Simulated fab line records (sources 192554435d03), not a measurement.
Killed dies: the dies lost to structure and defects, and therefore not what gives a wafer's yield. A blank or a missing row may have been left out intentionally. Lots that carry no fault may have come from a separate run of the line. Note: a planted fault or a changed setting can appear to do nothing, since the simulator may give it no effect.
The tool behind it: which one? | flow n5_finfet | 72 wafers from 24 lots sampled at 6 of the route's 1938 steps

== WHAT EACH GAUGE READ, for each wafer ==
N5_BEOL_M0_SAQP_OVL_MEAS_41.
lot  | measured     | on         | M0_CUT1_OVL (nm)
L074 | day 5 15:35  | overlay-01 | -0.3 -0.5 0.1
L075 | day 6 02:37  | overlay-01 | -0.9 -0.3 -0.5
L076 | day 6 06:20  | overlay-02 | -1.1 -0.7 -0.1
L077 | day 6 09:10  | overlay-02 | 0.8 0.2 -0.8
L078 | day 6 12:21  | overlay-01 | 0.1 0.1 1.2
L079 | day 6 17:37  | overlay-01 | 0.6 0.8 -0.5
L080 | day 7 05:49  | overlay-01 | 0.8 0.6 -0.4
L081 | day 7 09:13  | overlay-02 | -0.7 0.1 -1.0
L082 | day 7 15:46  | overlay-01 | -0.2 1.1 0.1
L083 | day 8 04:42  | overlay-02 | 0.1 0.4 -0.3
L084 | day 8 07:29  | overlay-01 | 0.2 0.5 -0.1
L085 | day 8 11:27  | overlay-02 | -0.1 -1.1 -0.7
L086 | day 8 21:47  | overlay-01 | 0.3 -0.9 0.6
L087 | day 9 01:28  | overlay-02 | 0.4 -0.1 0.7
L088 | day 9 10:47  | overlay-01 | 0.1 0.9 0.6
L089 | day 9 14:56  | overlay-01 | 0.6 0.6 0.2
L090 | day 9 22:15  | overlay-02 | -1.0 -1.9 -1.0
L091 | day 10 02:20 | overlay-02 | -1.4 -0.4 -1.0
L092 | day 10 04:49 | overlay-02 | -0.8 -0.3 -0.7
L093 | day 10 07:13 | overlay-02 | -0.3 0.0 0.0
L094 | day 10 18:53 | overlay-02 | -1.4 -0.4 -0.6
L095 | day 10 22:59 | overlay-01 | 0.4 0.6 1.3
L096 | day 11 04:34 | overlay-01 | 1.1 -0.2 0.0
L097 | day 11 11:07 | overlay-01 | 0.1 0.0 -0.4

N5_BEOL_M1_THK_MEAS_01.
lot  | measured     | on            | M1_ILD_THK (nm)
L074 | day 5 21:32  | film_metro-01 | 78.8 79.3 78.9
L075 | day 6 10:01  | film_metro-01 | 79.9 79.0 80.3
L076 | day 6 16:46  | film_metro-01 | 77.5 77.9 78.8
L077 | day 6 17:07  | film_metro-01 | 78.5 79.2 78.6
L078 | day 6 19:31  | film_metro-01 | 76.9 78.3 79.1
L079 | day 7 00:19  | film_metro-02 | 77.5 77.4 79.6
L080 | day 7 14:23  | film_metro-02 | 77.9 78.8 79.6
L081 | day 7 15:05  | film_metro-02 | 77.6 78.1 79.1
L082 | day 7 22:48  | film_metro-02 | 79.1 78.5 78.4
L083 | day 8 10:29  | film_metro-02 | 78.1 79.3 79.1
L084 | day 8 13:02  | film_metro-01 | 77.9 79.5 78.5
L085 | day 8 19:05  | film_metro-02 | 77.3 79.7 79.7
L086 | day 9 07:08  | film_metro-01 | 78.4 80.0 80.2
L087 | day 9 11:28  | film_metro-02 | 76.9 78.5 78.2
L088 | day 9 17:28  | film_metro-02 | 78.5 78.4 81.1
L089 | day 10 00:36 | film_metro-01 | 77.8 77.9 80.2
L090 | day 10 04:40 | film_metro-02 | 77.1 78.2 79.2
L091 | day 10 11:06 | film_metro-01 | 78.7 78.1 78.9
L092 | day 10 11:19 | film_metro-02 | 78.3 78.2 78.6
L093 | day 10 12:23 | film_metro-01 | 79.7 79.5 79.6
L094 | day 11 02:14 | film_metro-01 | 78.5 78.2 79.2
L095 | day 11 06:04 | film_metro-02 | 77.6 78.4 79.5
L096 | day 11 15:29 | film_metro-01 | 78.4 77.6 79.1
L097 | day 11 17:47 | film_metro-02 | 77.1 77.5 78.4

== TOOL THAT RAN EACH LOT (tool first, then ch and the chambers of the sampled wafers, then the start) ==
lot  | N5_BEOL_M0_SAQP_MANDREL_ETCH_103 | N5_BEOL_M0_SAQP_CUT_ETCH_46        | N5_BEOL_M0_ETCH_109                | N5_BEOL_M0_SPUTTER_134
L074 | rie_si-06 ch 1,3, day 5 12:37    | rie_diel-04 ch 0,2,3, day 5 15:45  | rie_diel-03 ch 1,2,3, day 5 18:39  | pvd_sputter-02, day 5 20:12
L075 | rie_si-06 ch 1,2,3, day 6 00:35  | rie_diel-05 ch 0,2,3, day 6 02:47  | rie_diel-06 ch 0,2,3, day 6 06:50  | pvd_sputter-03, day 6 07:55
L076 | rie_si-04 ch 0,3, day 6 04:25    | rie_diel-05 ch 0,1,3, day 6 06:31  | rie_diel-06 ch 2,3, day 6 13:02    | pvd_sputter-01, day 6 14:55
L077 | rie_si-06 ch 1,2,3, day 6 07:11  | rie_diel-05 ch 0,1,2, day 6 09:28  | rie_diel-06 ch 1,2, day 6 13:26    | pvd_sputter-02, day 6 15:10
L078 | rie_si-06 ch 0,1,2, day 6 10:03  | rie_diel-05 ch 0,1,3, day 6 12:32  | rie_diel-01 ch 0,1,3, day 6 14:52  | pvd_sputter-02, day 6 18:14
L079 | rie_si-06 ch 1,2, day 6 15:42    | rie_diel-04 ch 0,1,3, day 6 17:47  | rie_diel-01 ch 0,1,2, day 6 20:46  | pvd_sputter-02, day 6 22:50
L080 | rie_si-05 ch 0,2,3, day 7 03:49  | rie_diel-04 ch 0,1,2, day 7 05:59  | rie_diel-06 ch 0,1,2, day 7 11:37  | pvd_sputter-03, day 7 13:05
L081 | rie_si-04 ch 0,1,3, day 7 07:17  | rie_diel-04 ch 1,2, day 7 09:23    | rie_diel-01 ch 0,2,3, day 7 12:14  | pvd_sputter-03, day 7 13:47
L082 | rie_si-05 ch 2,3, day 7 13:25    | rie_diel-02 ch 0,1, day 7 16:04    | rie_diel-03 ch 1,2,3, day 7 19:35  | pvd_sputter-01, day 7 21:12
L083 | rie_si-04 ch 0,1,3, day 8 02:39  | rie_diel-04 ch 1,2,3, day 8 04:53  | rie_diel-06 ch 0,2,3, day 8 08:10  | pvd_sputter-01, day 8 09:11
L084 | rie_si-06 ch 0,3, day 8 05:34    | rie_diel-02 ch 0,3, day 8 07:53    | rie_diel-01 ch 2,3, day 8 10:16    | pvd_sputter-01, day 8 11:44
L085 | rie_si-06 ch 1,3, day 8 09:23    | rie_diel-02 ch 0,1,3, day 8 11:38  | rie_diel-03 ch 0,2,3, day 8 14:40  | pvd_sputter-03, day 8 17:47
L086 | rie_si-04 ch 0,1,3, day 8 18:22  | rie_diel-04 ch 0,2, day 8 22:26    | rie_diel-01 ch 1,2, day 9 02:22    | pvd_sputter-01, day 9 05:39
L087 | rie_si-04 ch 0,1,3, day 8 20:59  | rie_diel-02 ch 1,2, day 9 01:39    | rie_diel-01 ch 0,1, day 9 07:27    | pvd_sputter-01, day 9 10:09
L088 | rie_si-06 ch 0,3, day 9 08:39    | rie_diel-05 ch 0,1,3, day 9 10:57  | rie_diel-06 ch 0,1,3, day 9 14:11  | pvd_sputter-03, day 9 16:10
L089 | rie_si-05 ch 1,2,3, day 9 12:48  | rie_diel-05 ch 0,3, day 9 15:06    | rie_diel-03 ch 1,2,3, day 9 20:27  | pvd_sputter-02, day 9 23:15
L090 | rie_si-05 ch 1,2,3, day 9 20:11  | rie_diel-02 ch 0,2,3, day 9 22:25  | rie_diel-01 ch 0,1,3, day 10 01:28 | pvd_sputter-02, day 10 03:15
L091 | rie_si-04 ch 1,3, day 9 22:53    | rie_diel-05 ch 0,1,2, day 10 02:30 | rie_diel-06 ch 2,3, day 10 07:00   | pvd_sputter-01, day 10 08:53
L092 | rie_si-06 ch 1,2, day 10 02:53   | rie_diel-05 ch 0,3, day 10 04:59   | rie_diel-06 ch 0,2,3, day 10 08:35 | pvd_sputter-03, day 10 09:32
L093 | rie_si-04 ch 1,2, day 10 05:06   | rie_diel-04 ch 2,3, day 10 07:22   | rie_diel-01 ch 2,3, day 10 09:51   | pvd_sputter-02, day 10 11:03
L094 | rie_si-04 ch 0,1,3, day 10 16:58 | rie_diel-02 ch 0,1,3, day 10 19:04 | rie_diel-01 ch 0,1,3, day 10 23:37 | pvd_sputter-01, day 11 00:54
L095 | rie_si-06 ch 1,2, day 10 21:05   | rie_diel-02 ch 0,1,2, day 10 23:12 | rie_diel-01 ch 2,3, day 11 02:46   | pvd_sputter-02, day 11 04:22
L096 | rie_si-05 ch 1,3, day 11 02:29   | rie_diel-05 ch 0,1,2, day 11 04:44 | rie_diel-01 ch 1,2, day 11 13:10   | pvd_sputter-01, day 11 14:10
L097 | rie_si-05 ch 1,3, day 11 09:01   | rie_diel-05 ch 1,3, day 11 11:18   | rie_diel-03 ch 1,2, day 11 15:00   | pvd_sputter-02, day 11 16:27
- N5_BEOL_M0_SAQP_MANDREL_ETCH_103: etches a-Si in HBr/Cl2, stops on SiCN, target depth 45 nm, bt time 10 s, time 27 s.
- N5_BEOL_M0_SAQP_CUT_ETCH_46: etches SOC in N2/H2, target depth 135 nm, overetch 27 nm, time 202.5 s.
- N5_BEOL_M0_ETCH_109: etches SiCN in CH3F/O2, target depth 8 nm, overetch 2.4 nm, time 27.4 s.
- N5_BEOL_M0_SPUTTER_134: material Cu, target thk 4 nm, time 7.37 s.

== AS READ BY THE TOOLS THEMSELVES (means over the sampled wafers that have a number; for cases with no such wafer, the mark the record gives instead) ==
N5_BEOL_M0_SAQP_MANDREL_ETCH_103.
lot  | tool      | drypump_motor_current_A (A) | oes_product_au (a.u.) | throttle_valve_pct (%)
L074 | rie_si-06 | 5.5                         | 0.698                 | 35.8
L075 | rie_si-06 | 5.6                         | 0.691                 | 35.6
L076 | rie_si-04 | 6.0                         | 0.681                 | 35.5
L077 | rie_si-06 | 5.6                         | 0.701                 | 35.6
L078 | rie_si-06 | 5.9                         | 0.685                 | 35.3
L079 | rie_si-06 | 5.7                         | 0.690                 | 35.5
L080 | rie_si-05 | 6.0                         | 0.688                 | 35.1
L081 | rie_si-04 | 6.0                         | 0.693                 | 35.4
L082 | rie_si-05 | 5.9                         | 0.688                 | 35.1
L083 | rie_si-04 | 5.9                         | 0.680                 | 35.5
L084 | rie_si-06 | 5.8                         | 0.679                 | 35.7
L085 | rie_si-06 | 5.5                         | 0.695                 | 35.8
L086 | rie_si-04 | 5.9                         | 0.691                 | 35.4
L087 | rie_si-04 | 6.0                         | 0.688                 | 35.4
L088 | rie_si-06 | 6.0                         | 0.677                 | 35.4
L089 | rie_si-05 | 6.1                         | 0.687                 | 35.1
L090 | rie_si-05 | 6.0                         | 0.685                 | 35.1
L091 | rie_si-04 | 5.8                         | 0.694                 | 35.3
L092 | rie_si-06 | 5.6                         | 0.701                 | 35.3
L093 | rie_si-04 | 6.1                         | 0.698                 | 35.3
L094 | rie_si-04 | 5.9                         | 0.684                 | 35.4
L095 | rie_si-06 | 5.6                         | 0.699                 | 35.3
L096 | rie_si-05 | 6.3                         | 0.675                 | 35.3
L097 | rie_si-05 | 6.3                         | 0.667                 | 35.3

N5_BEOL_M0_SAQP_CUT_ETCH_46.
lot  | tool        | drypump_motor_current_A (A) | rf_vpp_V (V) | showerhead_plenum_p_Torr (Torr) | throttle_valve_pct (%)
L074 | rie_diel-04 | 5.6                         | 521.5        | 2.49                            | 17.77
L075 | rie_diel-05 | 5.8                         | 524.2        | 2.56                            | 17.71
L076 | rie_diel-05 | 6.2                         | 524.1        | 2.55                            | 17.73
L077 | rie_diel-05 | 5.9                         | 526.1        | 2.62                            | 17.82
L078 | rie_diel-05 | 6.2                         | 524.3        | 2.55                            | 17.73
L079 | rie_diel-04 | 5.2                         | 522.3        | 2.51                            | 17.70
L080 | rie_diel-04 | 5.5                         | 523.5        | 2.52                            | 17.84
L081 | rie_diel-04 | 5.6                         | 525.0        | 2.58                            | 17.80
L082 | rie_diel-02 | 5.9                         | 522.4        | 2.48                            | 18.11
L083 | rie_diel-04 | 5.6                         | 522.9        | 2.54                            | 17.74
L084 | rie_diel-02 | 5.8                         | 523.0        | 2.51                            | 17.91
L085 | rie_diel-02 | 5.9                         | 523.0        | 2.49                            | 17.97
L086 | rie_diel-04 | 5.6                         | 521.6        | 2.46                            | 17.91
L087 | rie_diel-02 | 6.2                         | 523.3        | 2.51                            | 18.10
L088 | rie_diel-05 | 6.2                         | 524.5        | 2.54                            | 17.76
L089 | rie_diel-05 | 6.2                         | 522.5        | 2.47                            | 17.67
L090 | rie_diel-02 | 6.0                         | 525.1        | 2.55                            | 17.90
L091 | rie_diel-05 | 5.9                         | 525.5        | 2.61                            | 17.85
L092 | rie_diel-05 | 6.1                         | 524.0        | 2.52                            | 17.80
L093 | rie_diel-04 | 5.6                         | 521.8        | 2.50                            | 17.38
L094 | rie_diel-02 | 5.9                         | 522.3        | 2.49                            | 17.99
L095 | rie_diel-02 | 6.0                         | 523.8        | 2.53                            | 18.07
L096 | rie_diel-05 | 5.9                         | 526.5        | 2.61                            | 17.86
L097 | rie_diel-05 | 6.2                         | 523.2        | 2.49                            | 17.67

N5_BEOL_M0_ETCH_109.
lot  | tool        | drypump_motor_current_A (A) | oes_product_au (a.u.) | rf_vpp_V (V) | showerhead_plenum_p_Torr (Torr) | throttle_valve_pct (%)
L074 | rie_diel-03 | 5.4                         | 0.63                  | 296.7        | 1.97                            | 16.38
L075 | rie_diel-06 | 5.0                         | 0.66                  | 296.5        | 1.98                            | 16.24
L076 | rie_diel-06 | 5.0                         | 0.72                  | 295.9        | 1.94                            | 16.03
L077 | rie_diel-06 | 5.3                         | 0.70                  | 296.9        | 1.96                            | 16.33
L078 | rie_diel-01 | 5.9                         | 0.65                  | 297.6        | 2.02                            | 16.32
L079 | rie_diel-01 | 5.5                         | 0.63                  | 297.7        | 2.02                            | 16.53
L080 | rie_diel-06 | 5.2                         | 0.67                  | 297.3        | 2.01                            | 16.41
L081 | rie_diel-01 | 5.8                         | 0.68                  | 298.9        | 2.07                            | 16.35
L082 | rie_diel-03 | 5.5                         | 0.70                  | 297.0        | 1.97                            | 16.26
L083 | rie_diel-06 | 5.0                         | 0.66                  | 297.2        | 1.97                            | 16.26
L084 | rie_diel-01 | 5.6                         | 0.69                  | 299.2        | 2.11                            | 16.40
L085 | rie_diel-03 | 5.9                         | 0.66                  | 297.6        | 2.00                            | 16.44
L086 | rie_diel-01 | 5.6                         | 0.76                  | 297.6        | 2.01                            | 16.26
L087 | rie_diel-01 | 5.7                         | 0.67                  | 296.6        | 1.97                            | 16.38
L088 | rie_diel-06 | 5.1                         | 0.67                  | 297.0        | 2.00                            | 16.27
L089 | rie_diel-03 | 5.5                         | 0.69                  | 296.4        | 1.96                            | 16.28
L090 | rie_diel-01 | 6.0                         | 0.71                  | 297.6        | 2.01                            | 16.22
L091 | rie_diel-06 | 5.0                         | 0.68                  | 296.1        | 1.93                            | 16.09
L092 | rie_diel-06 | 5.1                         | 0.64                  | 296.5        | 1.97                            | 16.31
L093 | rie_diel-01 | 6.0                         | 0.69                  | 299.1        | 2.11                            | 16.22
L094 | rie_diel-01 | 5.9                         | 0.71                  | 297.8        | 2.01                            | 16.23
L095 | rie_diel-01 | 6.0                         | 0.69                  | 299.3        | 2.10                            | 16.23
L096 | rie_diel-01 | 5.5                         | 0.72                  | 297.6        | 2.01                            | 16.30
L097 | rie_diel-03 | 5.5                         | 0.62                  | 294.5        | 1.91                            | 16.43

N5_BEOL_M0_SPUTTER_134.
lot  | tool           | throttle_valve_pct (%)
L074 | pvd_sputter-02 | 30.6
L075 | pvd_sputter-03 | 30.2
L076 | pvd_sputter-01 | 31.2
L077 | pvd_sputter-02 | 30.9
L078 | pvd_sputter-02 | 30.6
L079 | pvd_sputter-02 | 30.1
L080 | pvd_sputter-03 | 30.2
L081 | pvd_sputter-03 | 30.7
L082 | pvd_sputter-01 | 30.8
L083 | pvd_sputter-01 | 30.8
L084 | pvd_sputter-01 | 30.8
L085 | pvd_sputter-03 | 30.7
L086 | pvd_sputter-01 | 30.7
L087 | pvd_sputter-01 | 30.6
L088 | pvd_sputter-03 | 30.2
L089 | pvd_sputter-02 | 30.6
L090 | pvd_sputter-02 | 30.4
L091 | pvd_sputter-01 | 31.2
L092 | pvd_sputter-03 | 30.7
L093 | pvd_sputter-02 | 30.2
L094 | pvd_sputter-01 | 30.9
L095 | pvd_sputter-02 | 30.3
L096 | pvd_sputter-01 | 30.7
L097 | pvd_sputter-02 | 30.8

== THE ANSWER, worked out from the rows above alone ==
Rule: what is usual is taken from the lots themselves. Put in order of their means at a reading, lots are off if they are a third of the lots or fewer, leave a main group of 4 or more, and stand apart from it by a gap of 3 or more times the standard deviation of the main group's means; of several such gaps the widest counts. A main group whose means are all the same, to the digits that the tables above print for the reading, isn't used. A lot without any number at a reading at which 4 lots or more have one is off too. All remaining lots with rows at the step are treated as sound. The gauges are gone through in route order, then the tools' own readings, and for those a lot's mean is taken as printed above. At the first step where some lot is off, the reading lying furthest off is the one used; lots without a number count as furthest.
Nothing can be told from this: no lot is off at any reading shown.

== WHAT WAS PUT IN BY THE SIMULATOR ==
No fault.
